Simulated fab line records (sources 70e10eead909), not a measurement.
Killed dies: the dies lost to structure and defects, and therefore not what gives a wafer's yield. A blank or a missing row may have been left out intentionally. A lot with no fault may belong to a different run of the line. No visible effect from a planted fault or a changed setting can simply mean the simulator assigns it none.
Which tool did it? -- flow nand harc -- 13 lots with 38 wafers sampled at 5 steps, on a route of 1159 steps

== WHAT THE GAUGES SHOWED, per wafer ==
NHARC_END_SORT_01. Usual: killed at array 27, standard deviation 10; killed at other 0.6, standard deviation 1; killed at periphery 3.4, standard deviation 2.7; killed dies 31, standard deviation 9.7; killed open 3.4, standard deviation 1.7; killed short 2.2, standard deviation 1.5.
lot,measured,on,killed at array,killed at other,killed at periphery,killed dies,killed open,killed short,flag
L100,day 24 11:35,prober-01,34 676,0 0,0 1,34 677,5 3,4 4,OFF
L997,day 24 20:17,prober-01,52 675 675,0 1 0,2 1 2,54 677 677,5 1 2,6 3 4,OFF
L102,day 24 22:47,prober-02,52 49 670,1 2 1,6 4 6,59 55 677,4 6 5,1 3 0,OFF

== WHAT TOOL EACH LOT RAN ON (gives the tool, then ch and the chambers of the sampled wafers, and finally the start) ==
lot,NHARC_A_SLIT_ETCH_15,NHARC_A_SLIT_ETCH_17,NHARC_A_WL_FILL_ALD_02,NHARC_A_WL_FILL_ETCHBACK_16
L981,"rie diel-03 ch 1,2,3, day 14 04:14 or earlier","har etch-02 ch 0,1, day 14 04:14","ald metal-02 ch 0,2,3, day 14 17:10","rie diel-06 ch 1,2,3, no start"
L982,"rie diel-03 ch 0,1,3, day 14 18:34 or earlier","har etch-01 ch 0,1, day 14 18:34","ald metal-02 ch 1,2,3, day 15 03:19","rie diel-01 ch 1,2,3, no start"
L987,"rie diel-03 ch 1,2,3, day 15 16:37 or earlier","har etch-01 ch 0,1, day 15 16:37","ald metal-02 ch 1,2,3, day 16 03:33","rie diel-01 ch 1,2,3, no start"
L986,"rie diel-12 ch 0,2,3, day 15 16:53 or earlier","har etch-02 ch 0,1, day 15 16:53","ald metal-03 ch 1,2,3, day 16 03:49","rie diel-06 ch 2,3, no start"
L989,"rie diel-03 ch 0,2,3, day 16 20:31 or earlier","har etch-01 ch 0,1, day 16 20:31","ald metal-02 ch 0,2,3, day 17 07:28","rie diel-01 ch 0,1,3, no start"
L988,"rie diel-02 ch 0,2,3, day 16 22:11 or earlier","har etch-01 ch 0,1, day 16 22:11","ald metal-04 ch 0,1,2, day 17 07:36","rie diel-06 ch 0,1,2, no start"
L990,"rie diel-02 ch 2,3, day 16 23:52 or earlier","har etch-01 ch 0,1, day 16 23:52","ald metal-04 ch 0,1, day 17 10:40","rie diel-10 ch 1,3, no start"
L991,"rie diel-12 ch 0,1, day 17 12:05 or earlier","har etch-02 ch 0, day 17 12:05","ald metal-03 ch 0,1,2, day 17 21:44","rie diel-10 ch 0,1,3, no start"
L992,"rie diel-02 ch 0,1,3, day 17 12:44 or earlier","har etch-01 ch 0,1, day 17 12:44","ald metal-04 ch 1,2,3, day 17 21:53","rie diel-01 ch 1,2,3, no start"
L100,"rie diel-02 ch 0,3, day 19 06:05 or earlier","har etch-01 ch 1, day 19 06:05","ald metal-02 ch 0,3, day 19 15:12","rie diel-10 ch 0,1, day 24 11:35 or earlier"
L997,"rie diel-03 ch 0,2,3, day 19 06:38 or earlier","har etch-02 ch 0,1, day 19 06:38","ald metal-02 ch 0,1,3, day 20 04:02","rie diel-06 ch 2,3, day 24 20:17 or earlier"
L103,"rie diel-03 ch 0,1,2, day 19 17:30 or earlier","har etch-01 ch 0,1, day 19 17:30","ald metal-03 ch 1,2,3, day 20 03:55","rie diel-01 ch 0,1,2, no start"
L102,"rie diel-02 ch 1,2,3, day 19 18:05 or earlier","har etch-02 ch 0,1, day 19 18:05","ald metal-02 ch 0,2,3, day 20 03:44","rie diel-01 ch 0,1,3, day 24 22:47 or earlier"
- NHARC_A_SLIT_ETCH_15: etches the open film in O2/COS, target depth 3200 nm, time 832 s.
- NHARC_A_SLIT_ETCH_17: etches the open film in C4F8/O2/Ar, time 1687.5 s, target depth 10100 nm.
- NHARC_A_WL_FILL_ALD_02: deposits TiN, target thk 2 nm, pulse time 3 s, ald cycles 100.
- NHARC_A_WL_FILL_ETCHBACK_16: etches the open film in C4F8/O2/Ar, target depth 88 nm, time 17.6 s.

== WHAT THE TOOLS THEMSELVES READ (means of the sampled wafers that have a number; where no wafer has one, the mark that the record gives instead) ==
NHARC_A_SLIT_ETCH_15. Usual: drypump motor current A 5.8 A, standard deviation 0.45; oes product au 1.002 a.u., standard deviation 0.0072; rf vpp V 314.2 V, standard deviation 1.8; showerhead plenum p Torr 3.13 Torr, standard deviation 0.1; throttle valve pct 28.330 %, standard deviation 0.0093.
lot,tool,drypump motor current A (A),oes product au (a.u.),rf vpp V (V),showerhead plenum p Torr (Torr),throttle valve pct (%),flag
L981,rie diel-03,5.6,0.998,315.2,3.18,28.326,
L982,rie diel-03,5.7,0.999,315.4,3.16,28.325,
L987,rie diel-03,5.6,1.001,314.7,3.18,28.331,
L986,rie diel-12,6.0,0.999,312.2,3.03,28.328,
L989,rie diel-03,6.0,1.003,313.8,3.11,28.334,
L988,rie diel-02,5.7,1.000,315.0,3.16,28.323,
L990,rie diel-02,5.9,1.004,316.1,3.25,28.330,
L991,rie diel-12,5.6,1.008,314.0,3.11,28.327,
L992,rie diel-02,6.0,0.996,315.0,3.15,28.330,
L100,rie diel-02,5.7,1.002,314.4,3.15,28.326,
L997,rie diel-03,6.0,1.012,313.4,3.11,28.328,
L103,rie diel-03,5.7,1.012,313.8,3.13,28.328,
L102,rie diel-02,6.1,0.998,315.2,3.21,28.333,

NHARC_A_SLIT_ETCH_17. Usual: drypump motor current A 5.7 A, standard deviation 0.34; showerhead plenum p Torr 3.73 Torr, standard deviation 0.12; throttle valve pct 32.046 %, standard deviation 0.0096.
lot,tool,drypump motor current A (A),showerhead plenum p Torr (Torr),throttle valve pct (%),flag
L981,har etch-02,6.0,3.84,32.057,
L982,har etch-01,5.5,3.65,32.043,
L987,har etch-01,5.5,3.64,32.048,
L986,har etch-02,6.2,3.84,32.041,
L989,har etch-01,5.5,3.63,32.033,
L988,har etch-01,5.4,3.70,32.047,
L990,har etch-01,5.5,3.63,32.050,
L991,har etch-02,5.9,3.82,32.048,
L992,har etch-01,5.5,3.63,32.052,
L100,har etch-01,5.4,3.77,32.046,
L997,har etch-02,6.2,3.81,32.043,
L103,har etch-01,5.5,3.61,32.043,
L102,har etch-02,6.0,3.81,32.036,

NHARC_A_WL_FILL_ALD_02. Usual: heater power w 1124 W, standard deviation 120; precursor pulse height rel 1.002, standard deviation 0.019.
lot,tool,heater power w (W),precursor pulse height rel,flag
L981,ald metal-02,1032,1.013,
L982,ald metal-02,1109,1.000,
L987,ald metal-02,1101,1.006,
L986,ald metal-03,1053,1.014,
L989,ald metal-02,1033,1.008,
L988,ald metal-04,1271,0.990,
L990,ald metal-04,1310,1.000,
L991,ald metal-03,1085,0.985,
L992,ald metal-04,1220,1.002,
L100,ald metal-02,993,0.991,
L997,ald metal-02,1061,0.987,
L103,ald metal-03,1095,1.008,
L102,ald metal-02,1040,1.017,

NHARC_A_WL_FILL_ETCHBACK_16. Usual: oes product au 0.980 a.u., standard deviation 0.027; rf vpp V 721 V, standard deviation 3.8.
lot,tool,oes product au (a.u.),rf vpp V (V),flag
L981,rie diel-06,0.996,721,
L982,rie diel-01,0.967,721,
L987,rie diel-01,0.996,722,
L986,rie diel-06,0.993,724,
L989,rie diel-01,0.996,721,
L988,rie diel-06,0.992,717,
L990,rie diel-10,0.996,725,
L991,rie diel-10,0.993,724,
L992,rie diel-01,0.988,722,
L100,rie diel-10,0.962,725,
L997,rie diel-06,1.009,724,
L103,rie diel-01,0.960,721,
L102,rie diel-01,0.925,721,

== THE ANSWER, worked out from the rows above alone ==
Rule: a lot counts as off when the mean over its wafers that have a number is more than 3 standard deviations away from the usual mean. A lot without any number at a reading at which 4 lots or more have one is off too. Any other lot the step has rows for is counted as sound. Order of review: gauges by route order, followed by the tools' own readings, for which a lot's mean as printed above is used. At the first step where some lot is off, the reading lying furthest off is the one used; lots without a number count as furthest.
Off: L100, L997, L102, at NHARC_END_SORT_01 (killed dies). Neither off nor sound, because the step has no rows for them: L981, L982, L987, L986, L989, L988, L990, L991, L992, L103.
A tool fits if, at a process step before that reading, it ran every lot that is off, and no sound lot after the first of them. Those tools and the gauges at NHARC_END_SORT_01 are tried in the same way. With no start given for some of its lots, NHARC_A_SLIT_ETCH_15 uses the hours and lot order of NHARC_A_SLIT_ETCH_17. With no start given for some of its lots, NHARC_A_WL_FILL_ETCHBACK_16 uses the hours and lot order of NHARC_END_SORT_01. One candidate fits, namely ald metal-02 at NHARC_A_WL_FILL_ALD_02. It ran no sound lot before its first lot that is off in this sample, so the start can't be narrowed down.

== WHAT HAD BEEN PUT IN BY THE SIMULATOR ==
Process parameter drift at NHARC_A_WL_FILL_ALD_02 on ald metal-02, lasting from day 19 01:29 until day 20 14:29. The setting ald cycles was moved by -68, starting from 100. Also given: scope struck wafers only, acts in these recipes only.
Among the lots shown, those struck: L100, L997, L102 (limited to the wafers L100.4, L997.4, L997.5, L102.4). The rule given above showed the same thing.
